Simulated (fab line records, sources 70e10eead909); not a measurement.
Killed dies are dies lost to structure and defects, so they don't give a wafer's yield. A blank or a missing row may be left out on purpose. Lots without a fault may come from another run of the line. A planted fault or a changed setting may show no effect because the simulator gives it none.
fab line records | flow nand_harc
record lots=5 wafers=15 last_day=26
route steps=1159 shown A_STAIRCASE@541 END@1159
lots that met no fault: from a run of the same line without faults
start_h: hours from the record's first day to the start of the lot's first wafer shown | wait_h: hours since the lot's step before | " the same as in the row above | L1.1+2: a row that stands for several wafers | - no value, or no start given | * or withheld: withheld | < > ~ a bound
route shown NAME@n: a module of which the file shows steps, and the number in the route of the first | usual: mean/standard deviation of fault-free wafers | same: alike in all rows | chamber/n: place in a boat | sites: the reading at each site | _std_site: their standard deviation | _edge_site: outer sites' mean less inner sites' | radius_mm: how far each site lies from the wafer's centre | mask NAME#n: copy n | behind: the tool/chamber that last shaped the wafer | hold: why the lot was held/for how many hours/how that ended | device: the transistor (n, p or np) that didn't switch | end of line: the same wafers' tests at the end of the route | a step without rows: its recipe alone | killed: dies lost to structure and defects at the first sort, not the wafer's yield | map: a wafer's dies, x killed, . not, _ none there
set.NAME: the setting as run; set.NAME@STEP: as run at that earlier step | model.NAME: the simulator's own value behind a step, which no gauge read
lots at some steps of the route; a table a step, a row a wafer
services: from which hour (start_h, from the record's first day; less than 0 if before it) a tool's chamber was out of use, for how many hours, and why
## steps
# step NHARC_A_STAIRCASE_EBR_05
# step NHARC_A_STAIRCASE_EXPOSE_06
# recipe na=0.5 dose_mj=25.43 mask_id=STAIR
# step NHARC_A_STAIRCASE_PEB_07
# recipe peb_temp_c=115 peb_time_s=130
# step NHARC_A_STAIRCASE_DEVELOP_08
# recipe time_s=140
# step NHARC_A_STAIRCASE_HARDBAKE_10
# recipe temp_c=120 time_s=140
# step NHARC_A_STAIRCASE_DESCUM_11
# recipe time_s=3 o2_flow_sccm=200 ar_flow_sccm=0 bias_power_w=0 chemistry=O2
# usual drypump_motor_current_A=5.8/0.57 oes_product_au=1.004/0.0097 rf_vpp_V=58.0/0.96 showerhead_plenum_p_Torr=1.94/0.077 throttle_valve_pct=11.310/0.0085
# columns lot.wafer tool chamber start_h wait_h drypump_motor_current_A oes_product_au rf_hours_counter_h rf_vpp_V showerhead_plenum_p_Torr throttle_valve_pct
L285.2 rie_diel-07 1 258.34 - 4.7 1.003 6 59.2 1.86 11.315
L285.4 " 2 " " 6.0 1.006 6 59.0 2.01 11.311
L285.1 " 3 " " 5.6 0.996 6 59.5 2.06 11.311
L289.2 rie_diel-12 3 289.95 - 6.0 1.014 27 57.2 1.97 11.300
L289.3 " 1 " " 5.9 1.008 30 57.7 1.97 11.316
L289.1 " 2 " " 6.2 0.996 26 57.4 2.02 11.315
L294.1 rie_diel-12 1 313.07 - 5.9 1.000 37 56.8 1.97 11.310
L294.5 " 0 " " 5.7 1.011 - 55.9 1.89 11.314
L294.6 " 1 " " 5.9 1.000 - 58.0 1.97 11.306
L301.1 rie_diel-11 3 359.02 - 6.6 1.004 54 58.8 1.96 11.297
L301.3 " 0 " " 5.8 0.999 59 57.2 1.93 11.314
L301.2 " 2 " " 5.5 1.004 62 57.6 1.77 11.303
L305.3 rie_diel-07 2 389.15 - 5.9 1.012 54 58.2 1.99 11.308
L305.4 " 2 " " 6.0 1.013 - 58.2 1.99 11.318
L305.5 " 0 " " 6.7 1.011 - 58.6 1.83 11.304
# step NHARC_A_STAIRCASE_TRIM_12
# recipe time_s=211.2 o2_flow_sccm=500 ar_flow_sccm=0 bias_w=0 chemistry=O2
# step NHARC_A_STAIRCASE_ETCH_13
# recipe target_depth_a=1000 time_s=40.5 ion_energy_ev=400 c4f8_flow_sccm=20 o2_flow_sccm=10 ar_flow_sccm=withheld rf_w=600 bias_w=1000 chemistry=C4F8/O2
# usual oes_product_au=0.942/0.014 rf_vpp_V=898/4.9 run_length_s=61.4/0.43
# columns lot.wafer tool chamber start_h wait_h oes_product_au rf_hours_counter_h rf_vpp_V run_length_s
L285.4 rie_diel-07 3 - - 0.956 6 903 60.8
L285.1 " 0 " " 0.937 7 891 61.2
L285.2 " 2 " " 0.961 6 902 62.2
L289.3 rie_diel-12 2 - - 0.931 26 903 61.3
L289.2 " 3 " " 0.927 27 900 61.7
L289.1 " 0 " " 0.942 31 895 61.7
L294.1 rie_diel-12 0 - - 0.947 39 894 62.1
L294.6 " 3 " " 0.948 - 900 61.4
L294.5 " 0 " " 0.944 - 896 61.8
L301.1 rie_diel-11 0 - - 0.921 60 897 61.7
L301.2 " 2 " " 0.941 62 885 61.3
L301.3 " 3 " " 0.936 54 899 61.6
L305.3 rie_diel-07 1 - - 0.947 60 892 61.4
L305.5 " 0 " " 0.951 - 891 61.3
L305.4 " 1 " " 0.956 - 892 61.6
# step NHARC_A_STAIRCASE_TRIM_14
# recipe time_s=211.2 o2_flow_sccm=500 ar_flow_sccm=0 bias_w=0 chemistry=O2
# usual drypump_motor_current_A=5.9/0.58 oes_product_au=1.003/0.01 rf_vpp_V=58.0/0.88 showerhead_plenum_p_Torr=3.58/0.13 throttle_valve_pct=17.035/0.0088
# columns lot.wafer tool chamber start_h wait_h drypump_motor_current_A oes_product_au rf_hours_counter_h rf_vpp_V showerhead_plenum_p_Torr throttle_valve_pct
L285.2 rie_diel-07 2 - - 6.0 1.015 6 58.0 3.69 17.041
L285.1 " 0 " " 6.6 0.995 7 58.1 3.42 17.041
L285.4 " 1 " " 4.7 1.002 7 56.3 3.44 17.029
L289.2 rie_diel-12 0 - - 5.7 1.019 31 58.4 3.50 17.034
L289.3 " 1 " " 5.9 1.000 30 57.1 3.63 17.043
L289.1 " 2 " " 6.2 0.981 26 56.9 3.70 17.039
L294.1 rie_diel-12 2 - - 6.2 0.988 33 58.4 3.70 17.051
L294.6 " 2 " " 6.2 0.986 - 58.3 3.70 17.030
L294.5 " 3 " " 6.0 1.018 - 57.3 3.62 17.041
L301.1 rie_diel-11 3 - - 6.6 1.006 54 57.8 3.60 17.030
L301.2 " 1 " " 5.5 0.987 61 58.8 3.66 17.035
L301.3 " 2 " " 5.5 1.009 62 57.6 3.28 17.028
L305.3 rie_diel-07 0 - - 6.8 1.005 60 58.8 3.39 17.042
L305.5 " 1 " " 4.8 1.006 - 57.7 3.41 17.033
L305.4 " 2 " " 6.0 1.014 - 58.9 3.67 17.031
# step NHARC_A_STAIRCASE_ETCH_15
# recipe target_depth_a=1000 time_s=40.5 ion_energy_ev=400 c4f8_flow_sccm=20 o2_flow_sccm=10 ar_flow_sccm=withheld rf_w=600 bias_w=1000 chemistry=C4F8/O2
# usual oes_product_au=0.942/0.014 rf_vpp_V=898/4.9 run_length_s=61.5/0.46
# columns lot.wafer tool chamber start_h wait_h oes_product_au rf_hours_counter_h rf_vpp_V run_length_s
L285.1 rie_diel-07 3 - - 0.954 7 905 61.3
L285.2 " 1 " " 0.962 7 893 61.5
L285.4 " 2 " " 0.957 7 901 61.6
L289.3 rie_diel-12 0 - - 0.943 31 894 62.2
L289.2 " 1 " " 0.931 30 901 61.9
L289.1 " 3 " " 0.938 27 899 62.1
L294.1 rie_diel-12 2 - - 0.914 33 902 61.7
L294.6 " 1 " " 0.935 - 900 62.1
L294.5 " 2 " " 0.929 - 902 61.4
L301.3 rie_diel-11 2 - - 0.948 62 886 61.5
L301.2 " 3 " " 0.937 55 900 61.7
L301.1 " 1 " " 0.935 61 902 61.2
L305.3 rie_diel-07 1 - - 0.936 60 891 61.3
L305.5 " 1 " " 0.932 - 891 61.1
L305.4 " 2 " " 0.935 - 900 62.0
# step NHARC_A_STAIRCASE_TRIM_16
# recipe time_s=211.2 o2_flow_sccm=500 ar_flow_sccm=0 bias_w=0 chemistry=O2
# step NHARC_A_STAIRCASE_ETCH_17
# recipe target_depth_a=1000 time_s=40.5 ion_energy_ev=400 c4f8_flow_sccm=20 o2_flow_sccm=10 ar_flow_sccm=withheld rf_w=600 bias_w=1000 chemistry=C4F8/O2
# usual oes_product_au=0.942/0.01 rf_vpp_V=898/4.9 run_length_s=61.4/0.44
# columns lot.wafer tool chamber start_h wait_h oes_product_au rf_hours_counter_h rf_vpp_V run_length_s
L285.2 rie_diel-07 3 259.05 - 0.947 7 906 60.8
L285.1 " 0 " " 0.936 7 891 61.3
L285.4 " 1 " " 0.959 7 894 61.1
L289.3 rie_diel-12 0 290.88 - 0.946 31 896 61.9
L289.2 " 1 " " 0.932 30 900 61.8
L289.1 " 2 " " 0.932 26 904 61.0
L294.1 rie_diel-12 2 313.88 - 0.930 33 902 50.5
L294.5 " 3 " " 0.949 - 898 61.7
L294.6 " 0 " " 0.948 - 894 62.1
L301.1 rie_diel-11 2 359.87 - 0.948 62 887 62.1
L301.2 " 3 " " 0.944 55 898 61.8
L301.3 " 0 " " 0.936 60 896 61.0
L305.3 rie_diel-07 0 390.40 - 0.941 60 891 60.9
L305.5 " 2 " " 0.944 - 901 61.4
L305.4 " 0 " " 0.938 - 890 60.8
# step NHARC_A_STAIRCASE_TRIM_18
# recipe time_s=211.2 o2_flow_sccm=500 ar_flow_sccm=0 bias_w=0 chemistry=O2
# usual drypump_motor_current_A=5.9/0.53 oes_product_au=1.003/0.009 rf_vpp_V=57.9/0.84 showerhead_plenum_p_Torr=3.59/0.13 throttle_valve_pct=17.038/0.0085
# columns lot.wafer tool chamber start_h wait_h drypump_motor_current_A oes_product_au rf_hours_counter_h rf_vpp_V showerhead_plenum_p_Torr throttle_valve_pct
L285.1 rie_diel-07 1 - - 4.7 1.004 7 57.6 3.44 17.032
L285.2 " 3 " " 5.6 0.998 7 57.6 3.77 17.043
L285.4 " 0 " " 6.6 0.991 7 57.2 3.42 17.056
L289.3 rie_diel-12 1 - - 5.9 1.001 30 60.0 3.63 17.033
L289.1 " 3 " " 6.0 1.005 28 57.6 3.62 17.039
L289.2 " 0 " " 5.7 1.009 31 57.1 3.50 17.031
L294.1 rie_diel-12 3 - - 6.0 1.008 35 57.1 3.62 17.031
L294.5 " 2 " " 6.2 0.988 - 58.2 3.70 17.028
L294.6 " 3 " " 6.0 1.010 - 57.6 3.62 17.041
L301.1 rie_diel-11 2 - - 5.5 1.019 62 57.0 3.28 17.045
L301.2 " 0 " " 5.8 1.005 60 60.0 3.56 17.051
L301.3 " 1 " " 5.5 0.990 62 57.3 3.67 17.033
L305.3 rie_diel-07 1 - - 4.8 1.002 61 57.3 3.41 17.022
L305.4 " 1 " " 4.8 1.001 - 58.5 3.41 17.033
L305.5 " 2 " " 6.0 1.009 - 59.1 3.67 17.045
# step NHARC_END_SORT_01
# recipe temp_c=25
# usual killed_at_array=27/12 killed_at_other=0.9/1.1 killed_at_periphery=3.2/2.4 killed_dies=31/12 killed_open=3.3/1.7 killed_short=2.0/1.6
# same gross_dies=677
# columns lot.wafer tool chamber start_h wait_h killed_at_array killed_at_other killed_at_periphery killed_dies killed_open killed_short
L294.1 prober-02 0 586.87 2.5 556 0 0 556 1 4
# killed by level:class
L294.1 A_STAIRCASE:area_etch=535 A_CONTACT:chamber_film_flake=7 A_CHANNEL_HOLE_D1:chamber_film_flake=6 A_ONON_D1:geometric_particle:short=4 A_STAIRCASE:chamber_film_flake=2 A_CHANNEL_FILL_D1:geometric_particle:open=1 A_WL_FILL:chamber_film_flake=1
# map L294.1 (x killed, . not)
____________x____________
_________xxxxxxx_________
_______xxxxxxx.xxx_______
______xxx.xxxxxx.x.______
_____xxxxxxxxxx.xxxx_____
____xxxxxxxxx.xxxxxxx____
____xxxxxxxxx.xxx.x..____
___xxxxxxxxxxxxx.xxx.x___
___xxxxxxx..xxx.x.xxxx___
__xxxxxxxxx.xx.xx..x.x.__
__xxxxxxxxx.xxx....xxx.__
_xxxxxxx.xxxxxxxx.xxxx.._
_xxxxx.xxx..x.x.xxxxxxxx_
_xxxxxx.xxxx..x..x....xx_
_xxxxxxxxx.x..x.xxxxx..x_
_xxxxxxxxxxx.xxx.xxxxxxx_
xxxxxxxxxx.x..x..xx.xxxxx
xxxxxxxx.x.xxxxxxx..xxxx.
xxxxxxxxxxx.x.x.xx.x.xxxx
xxxxxxxxx.xxxx....x..xxxx
xxxxxxxxxxxx..x.x.x.xxxxx
_xxxxxxxxxxxxxxx..x..xxx_
_xxxxxxxxx..x.x..x.x.xxx_
_xxxxxxx.x.xx...x.xxx.xx_
_xxxxxxxxxxxxx.xx.x.xxx._
_xxxxxxxxx..xx..xx.xxxxx_
__xxxxxx.xxxxxxxxx.xx.x__
__xxxxxxxx.xxxx.xxxxxxx__
___xxxxxxxxxxxxxxxx.xx___
___xxxxxxxxxxxxxxxxxxx___
____xxxxxxxxxx.xx.xxx____
____xxxxxxxxxxxx.xx.x____
_____xxxxxxxxxx.xxxx_____
______xxxxxxxxxx.xx______
_______xxxxxxxxxxx_______
_________xxxxxxx_________
____________x____________
# map L289.1 (x killed, . not)
____________.____________
_________......._________
_______..........x_______
______.............______
_____.........x....._____
____...x.....x.......____
____................x____
___...................___
___...................___
__.....................__
__.....................__
_....................x.._
_......................._
_..........x...........x_
_............x......x..._
_...................x..._
............x............
..........x..............
..........x..............
.x.......................
..........x..............
_...............x......._
_........x.............._
_.....x.x..............._
_......xxx....x........._
_....x...x.............._
__.....x..x............__
__.......x......x......__
___..x................___
___...x..x............___
____.....xx..........____
____.................____
_____.x............._____
______.............______
_______..........._______
_________......._________
____________.____________
## services
# columns tool chamber start_h hours kind
rie_diel-12 0 236.30 - clean
rie_diel-12 1 236.30 - clean
rie_diel-12 2 236.30 - clean
rie_diel-12 3 236.30 - clean
rie_diel-07 0 237.26 - clean
rie_diel-07 0 237.26 - consumable_replace:focus_ring
rie_diel-07 1 237.26 - clean
rie_diel-07 2 237.26 - clean
rie_diel-07 3 237.26 - clean
rie_diel-12 3 258.47 5.0 repair
rie_diel-12 0 260.90 - clean
rie_diel-12 1 260.90 - clean
rie_diel-12 2 260.90 - clean
rie_diel-07 0 261.76 - clean
rie_diel-07 1 261.76 - clean
rie_diel-07 2 261.76 - clean
rie_diel-07 3 261.76 - clean
rie_diel-12 0 285.40 - clean
rie_diel-12 1 285.40 - clean
rie_diel-11 3 302.78 6.8 repair
rie_diel-11 0 353.65 4.1 repair
rie_diel-11 - 366.67 9.0 pm
rie_diel-07 3 371.03 30.2 repair
rie_diel-12 - 379.45 9.0 pm
## key
first_sign step=NHARC_A_STAIRCASE_ETCH_17 reading=run_length_s direction=down sigmas=25 usual=* struck=*
effect step=NHARC_END_SORT_01 reading=killed_at_array direction=up sigmas=46 usual=27 struck=556
more_kills_born_at NHARC_A_STAIRCASE_ETCH_17@rie_diel-12=535
met_at NHARC_A_STAIRCASE_ETCH_17
struck_wafers L294.1
later_rows_left_out L294.1
tester_left_out L294
onset_between 290.88 313.88
fault kind=process_parameter_drift tool=rie_diel-12 chamber=2 onset_h=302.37 steps=NHARC_A_STAIRCASE_ETCH_17 channel=time_s offset=* shape=step end_h=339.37 acts_in=* stated=*
# tester_left_out: of these lots the tester's yield and bins aren't shown, on N5 and GAA mostly nor the transistor test; their killed dies are dies lost to structure and defects alone, not to doping, threshold or leakage, so they don't give the yield
# later_rows_left_out: the simulator's readings of these wafers behind a module that went badly wrong aren't trusted and aren't shown, but for the sort
